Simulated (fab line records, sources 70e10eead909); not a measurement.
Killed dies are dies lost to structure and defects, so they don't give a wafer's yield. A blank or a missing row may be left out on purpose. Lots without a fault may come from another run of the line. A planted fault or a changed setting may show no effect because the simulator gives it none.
fab line records | flow nand_harc
record lots=5 wafers=15 last_day=22
route steps=1159 shown P_ZERO_WELL@29
lots that met no fault: from a run of the same line without faults
start_h: hours from the record's first day to the start of the lot's first wafer shown | wait_h: hours since the lot's step before | " the same as in the row above | L1.1+2: a row that stands for several wafers | - no value, or no start given | * or withheld: withheld | < > ~ a bound
route shown NAME@n: a module of which the file shows steps, and the number in the route of the first | usual: mean/standard deviation of fault-free wafers | same: alike in all rows | chamber/n: place in a boat | sites: the reading at each site | _std_site: their standard deviation | _edge_site: outer sites' mean less inner sites' | radius_mm: how far each site lies from the wafer's centre | mask NAME#n: copy n | behind: the tool/chamber that last shaped the wafer | hold: why the lot was held/for how many hours/how that ended | device: the transistor (n, p or np) that didn't switch | end of line: the same wafers' tests at the end of the route | a step without rows: its recipe alone | killed: dies lost to structure and defects at the first sort, not the wafer's yield | map: a wafer's dies, x killed, . not, _ none there
set.NAME: the setting as run; set.NAME@STEP: as run at that earlier step | model.NAME: the simulator's own value behind a step, which no gauge read
lots at some steps of the route; a table a step, a row a wafer
services: from which hour (start_h, from the record's first day; less than 0 if before it) a tool's chamber was out of use, for how many hours, and why
## steps
# step NHARC_P_ZERO_WELL_CD_MEAS_24
# recipe target_cd_nm=720 landing_energy_ev=500
# usual cd_nm=720.8/1.9
# columns lot.wafer tool chamber start_h wait_h cd_nm
L647.3 cd_sem-02 0 14.50 - 722.1
L647.4 " 0 " " 721.8
L647.6 " 0 " " 720.1
L653.2 cd_sem-01 0 50.71 - 723.1
L653.3 " 0 " " 721.7
L653.5 " 0 " " 720.3
L659.1 cd_sem-03 0 86.59 - 723.1
L659.2 " 0 " " 720.1
L659.5 " 0 " " 723.3
L660.1 cd_sem-02 0 92.46 - 717.7
L660.2 " 0 " " 721.2
L660.3 " 0 " " 723.0
L661.2 cd_sem-01 0 98.58 - 722.5
L661.4 " 0 " " 718.5
L661.6 " 0 " " 720.0
# step NHARC_P_ZERO_WELL_HARDBAKE_25
# recipe temp_c=125 time_s=80
# step NHARC_P_ZERO_WELL_DESCUM_26
# recipe time_s=3 o2_flow_sccm=200 ar_flow_sccm=0 bias_power_w=0 chemistry=O2
# usual drypump_motor_current_A=5.6/0.53 oes_product_au=1.004/0.0097 rf_vpp_V=57.8/0.96 showerhead_plenum_p_Torr=1.92/0.089 throttle_valve_pct=11.311/0.0091
# columns lot.wafer tool chamber start_h wait_h drypump_motor_current_A oes_product_au rf_hours_counter_h rf_vpp_V showerhead_plenum_p_Torr throttle_valve_pct
L647.3 rie_diel-01 0 14.67 - 5.8 1.001 3 57.3 1.86 11.323
L647.4 " 2 " " 5.2 0.997 3 56.7 1.79 11.311
L647.6 " 3 " " 5.9 1.017 - 59.3 2.04 11.319
L653.3 rie_diel-07 1 50.88 - 5.4 1.009 10 58.5 1.95 11.317
L653.2 " 2 " " 5.4 0.999 11 59.1 1.97 11.303
L653.5 " 2 " " 5.4 1.005 - 57.1 1.97 11.314
L659.2 rie_diel-07 3 86.78 - 5.2 1.014 2 56.4 1.82 11.300
L659.1 " 0 " " 5.1 1.016 2 57.4 2.00 11.326
L659.5 " 2 " " 5.4 1.017 - 57.2 1.97 11.316
L660.3 rie_diel-03 1 92.61 - 5.0 0.997 4 58.9 1.94 11.309
L660.2 " 2 " " 6.6 0.985 3 57.5 1.79 11.309
L660.1 " 0 " " 5.3 1.005 4 57.4 1.91 11.319
L661.2 rie_diel-01 2 98.75 - 5.2 1.008 10 57.6 1.79 11.321
L661.4 " 0 " " 5.8 1.004 - 58.3 1.86 11.322
L661.6 " 3 " " 5.9 1.026 - 58.5 2.04 11.307
# step NHARC_P_ZERO_WELL_IMPLANT_27
# recipe energy_kev=600 dose_cm2=1e+13 tilt_deg=7
# step NHARC_P_ZERO_WELL_IMPLANT_57
# recipe energy_kev=250 dose_cm2=4e+12 tilt_deg=7
# step NHARC_P_ZERO_WELL_IMPLANT_58
# recipe energy_kev=100 dose_cm2=2e+12 tilt_deg=7
# step NHARC_P_ZERO_WELL_STRIP_28
# recipe time_s=840 temp_c=130 chemistry=SPM
# step NHARC_P_ZERO_WELL_DEHYDRATE_29
# recipe temp_c=150 time_s=120
# step NHARC_P_ZERO_WELL_HMDS_30
# recipe time_s=30
# step NHARC_P_ZERO_WELL_COAT_31
# recipe spin_rpm=withheld
# step NHARC_P_ZERO_WELL_SOFTBAKE_32
# recipe temp_c=122 time_s=95
# step NHARC_P_ZERO_WELL_EBR_33
# step NHARC_P_ZERO_WELL_EXPOSE_34
# recipe na=0.6 target_cd_nm=720 dose_mj=22.31 mask_id=P_PWELL
# usual reticle_temp_C=22.99/0.099
# columns lot.wafer tool chamber start_h wait_h mask reticle_temp_C
L647.3 krf_scanner-02 0 16.00 - P_PWELL#0 23.01
L647.4 " 0 " " P_PWELL#0 23.00
L647.6 " 0 " " P_PWELL#0 22.98
L653.2 krf_scanner-02 0 52.72 - P_PWELL#0 22.81
L653.3 " 0 " " P_PWELL#0 23.11
L653.5 " 0 " " P_PWELL#0 22.96
L659.1 krf_scanner-02 0 88.07 - P_NWELL#0 22.93
L659.2 " 0 " " P_NWELL#0 23.01
L659.5 " 0 " " P_NWELL#0 22.96
L660.1 krf_scanner-03 0 93.96 - P_PWELL#0 22.95
L660.2 " 0 " " P_PWELL#0 23.10
L660.3 " 0 " " P_PWELL#0 23.07
L661.2 krf_scanner-01 0 100.10 - P_PWELL#0 22.90
L661.4 " 0 " " P_PWELL#0 22.94
L661.6 " 0 " " P_PWELL#0 22.87
# step NHARC_P_ZERO_WELL_PEB_35
# recipe peb_temp_c=118 peb_time_s=85
# step NHARC_P_ZERO_WELL_DEVELOP_36
# recipe time_s=70
# step NHARC_P_ZERO_WELL_CD_MEAS_37
# recipe target_cd_nm=720 landing_energy_ev=500
# usual cd_nm=720.0/1.7
# columns lot.wafer tool chamber start_h wait_h cd_nm
L647.3 cd_sem-01 0 16.15 - 719.3
L647.4 " 0 " " 718.9
L647.6 " 0 " " 717.5
L653.2 cd_sem-01 0 52.87 - 717.6
L653.3 " 0 " " 720.5
L653.5 " 0 " " 719.7
L659.1 cd_sem-01 0 88.23 - -
L659.2 " 0 " " -
L659.5 " 0 " " -
L660.1 cd_sem-02 0 94.12 - 719.5
L660.2 " 0 " " 719.1
L660.3 " 0 " " 719.4
L661.2 cd_sem-02 0 100.25 - 721.9
L661.4 " 0 " " 717.3
L661.6 " 0 " " 720.4
# step NHARC_P_ZERO_WELL_HARDBAKE_38
# recipe temp_c=125 time_s=80
## services
# columns tool chamber start_h hours kind
rie_diel-01 0 -5.36 - clean
rie_diel-01 1 -5.36 - clean
rie_diel-01 2 -5.36 - clean
rie_diel-01 3 -5.36 - clean
rie_diel-03 3 -5.11 14.9 repair
krf_scanner-03 - -4.00 4.0 pm
rie_diel-01 1 -3.50 6.5 repair
rie_diel-07 0 5.70 - clean
rie_diel-07 1 5.70 - clean
rie_diel-07 2 5.70 - clean
rie_diel-07 2 10.92 7.8 repair
rie_diel-01 0 19.28 3.9 repair
rie_diel-07 0 24.71 21.0 repair
krf_scanner-01 - 27.03 2.8 repair
krf_scanner-02 0 27.08 - calibration
rie_diel-07 1 37.60 2.2 repair
krf_scanner-02 - 38.00 4.0 pm
rie_diel-03 - 38.39 9.0 pm
rie_diel-07 3 49.39 1.6 repair
rie_diel-07 - 51.20 9.0 pm
rie_diel-01 1 53.12 51.3 repair
rie_diel-03 2 70.10 4.1 repair
krf_scanner-01 - 84.00 4.0 pm
rie_diel-03 3 90.83 2.5 repair
## key
first_sign step=NHARC_P_ZERO_WELL_EXPOSE_34 reading=mask direction=changed
effect step=NHARC_P_ZERO_WELL_CD_MEAS_37 reading=cd_nm direction=missing
met_at NHARC_P_ZERO_WELL_EXPOSE_34
struck_wafers L659.1,L659.2,L659.5
later_rows_left_out L659.1,L659.2,L659.5
sort_left_out L659.1,L659.2,L659.5
tester_left_out L659
onset_between 52.72 88.07
fault kind=wrong_mask tool=any chamber=- onset_h=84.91 steps=NHARC_P_ZERO_WELL_EXPOSE_34 aux_copy=P_NWELL#0 scope=struck_lots_only
# tester_left_out: of these lots the tester's yield and bins aren't shown, on N5 and GAA mostly nor the transistor test; their killed dies are dies lost to structure and defects alone, not to doping, threshold or leakage, so they don't give the yield
# sort_left_out: the simulated sort isn't trusted on such a fault, so these wafers' sort isn't shown, and their yield isn't known
# later_rows_left_out: the simulator's readings of these wafers behind a module that went badly wrong aren't trusted and aren't shown, but for the sort
